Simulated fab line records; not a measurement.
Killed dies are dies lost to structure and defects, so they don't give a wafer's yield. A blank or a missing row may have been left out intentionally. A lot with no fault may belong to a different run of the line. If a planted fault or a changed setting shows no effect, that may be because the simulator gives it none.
Chamber matching / flow nandHarc / NHARC_P_M1_DEP_33 on pecvd-03 has 3 sister chambers
The step deposits SiCN, target thk 30 nm. 6 wafers are shown with their chamber, then 9 later ones without.

== WAFERS, EACH WITH ITS CHAMBER ==
wafer=L089.6; chamber=2; heaterPowerW (W)=774
wafer=L090.5; chamber=2; heaterPowerW (W)=797
wafer=L090.6; chamber=0; heaterPowerW (W)=493
wafer=L092.1; chamber=1; heaterPowerW (W)=558
wafer=L092.5; chamber=1; heaterPowerW (W)=560
wafer=L092.6; chamber=0; heaterPowerW (W)=451

== WAFERS WITH NO CHAMBER GIVEN ==
wafer=L095.1; heaterPowerW (W)=527
wafer=L095.5; heaterPowerW (W)=656
wafer=L095.6; heaterPowerW (W)=746
wafer=L094.2; heaterPowerW (W)=579
wafer=L094.3; heaterPowerW (W)=670
wafer=L094.6; heaterPowerW (W)=582
wafer=L096.3; heaterPowerW (W)=496
wafer=L096.4; heaterPowerW (W)=614
wafer=L096.6; heaterPowerW (W)=516

== THE CHAMBER EACH PASSED THROUGH ==
wafer=L095.1; from the rows above=can't be placed: 1 or 0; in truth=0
wafer=L095.5; from the rows above=can't be placed: 1 or 2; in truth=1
wafer=L095.6; from the rows above=2; in truth=2
wafer=L094.2; from the rows above=1; in truth=1
wafer=L094.3; from the rows above=can't be placed: 1 or 2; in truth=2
wafer=L094.6; from the rows above=1; in truth=1
wafer=L096.3; from the rows above=can't be placed: 0 or 1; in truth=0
wafer=L096.4; from the rows above=1; in truth=1
wafer=L096.6; from the rows above=can't be placed: 1 or 0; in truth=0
Correctly placed: 4 of 9. Unplaceable from these rows: 5, with the true chamber sitting among the candidates in 5. Wrongly placed: 0.
How it was worked out, from the rows above alone: a wafer's distance from a chamber is the root of the sum, over the readings, of the square of ((its reading less the chamber's mean) divided by the reading's scatter). If the next closest chamber is less than 2 further off than the closest, the wafer can't be placed; otherwise it belongs to the closest. Each chamber's mean is taken over the wafers shown for it. How the scatter is found: for the shown wafers, subtract from each reading the mean of its chamber, square and add these, divide the total by (wafers less chambers), then take the root.
